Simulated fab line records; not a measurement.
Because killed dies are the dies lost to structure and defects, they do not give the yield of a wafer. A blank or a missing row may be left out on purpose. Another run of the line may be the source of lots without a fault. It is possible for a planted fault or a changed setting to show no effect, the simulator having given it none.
Matching of chambers :: flow n5Finfet :: cmp-01 running N5_ILD0_CMP_12: 4 sister chambers
The step polishes SiNx, stops on poly-Si, t overpolish 6 s, target thk 17.67 nm. 8 wafers are shown with their chamber, then 10 later ones without.

## WAFERS PAIRED WITH THEIR CHAMBERS
wafer: L082.2
chamber: 3
motorCurrentA (A): 9.5
retainingRingPressureFrac: 1.003

wafer: L087.1
chamber: 1
motorCurrentA (A): 8.3
retainingRingPressureFrac: 1.003

wafer: L087.2
chamber: 2
motorCurrentA (A): 9.7
retainingRingPressureFrac: 0.998

wafer: L091.2
chamber: 0
motorCurrentA (A): 10.3
retainingRingPressureFrac: 1.002

wafer: L091.4
chamber: 3
motorCurrentA (A): 9.4
retainingRingPressureFrac: 0.996

wafer: L091.6
chamber: 1
motorCurrentA (A): 8.5
retainingRingPressureFrac: 1.001

wafer: L092.2
chamber: 2
motorCurrentA (A): 9.7
retainingRingPressureFrac: 1.002

wafer: L092.4
chamber: 0
motorCurrentA (A): 10.3
retainingRingPressureFrac: 0.994

## WAFERS WITH NO CHAMBER GIVEN
wafer: L092.6
motorCurrentA (A): 9.1
retainingRingPressureFrac: 1.007

wafer: L095.1
motorCurrentA (A): 10.0
retainingRingPressureFrac: 0.999

wafer: L095.2
motorCurrentA (A): 8.4
retainingRingPressureFrac: 0.994

wafer: L095.5
motorCurrentA (A): 9.5
retainingRingPressureFrac: 1.003

wafer: L096.2
motorCurrentA (A): 8.3
retainingRingPressureFrac: 1.000

wafer: L096.4
motorCurrentA (A): 10.2
retainingRingPressureFrac: 1.003

wafer: L096.6
motorCurrentA (A): 10.2
retainingRingPressureFrac: 0.999

wafer: L097.3
motorCurrentA (A): 10.0
retainingRingPressureFrac: 1.002

wafer: L097.5
motorCurrentA (A): 9.3
retainingRingPressureFrac: 0.999

wafer: L097.6
motorCurrentA (A): 9.7
retainingRingPressureFrac: 1.000

## WHICH CHAMBER EACH WENT THROUGH
wafer: L092.6
from the rows above: 3
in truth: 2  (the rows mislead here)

wafer: L095.1
from the rows above: can't be placed: 0 or 2
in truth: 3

wafer: L095.2
from the rows above: 1
in truth: 1

wafer: L095.5
from the rows above: can't be placed: 3 or 2
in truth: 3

wafer: L096.2
from the rows above: 1
in truth: 1

wafer: L096.4
from the rows above: 0
in truth: 0

wafer: L096.6
from the rows above: 0
in truth: 0

wafer: L097.3
from the rows above: can't be placed: 2 or 0
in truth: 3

wafer: L097.5
from the rows above: 3
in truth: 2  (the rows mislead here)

wafer: L097.6
from the rows above: 2
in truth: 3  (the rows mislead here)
4 of 10 placed correctly. Can't be placed from these rows: 3 (the true chamber is among the candidates in 1). Number placed wrongly: 3.
How it was worked out, from the rows above alone: a wafer's distance from a chamber is the root of the sum, over the readings, of the square of ((its reading less the chamber's mean) divided by the reading's scatter). The wafer belongs to the nearest chamber; if the next one is less than 2 further off, it can't be placed. The mean given for a chamber averages the wafers shown for that chamber. The scatter: the root of (the sum of the squares of (reading less its chamber's mean) over the shown wafers, divided by (wafers less chambers)).
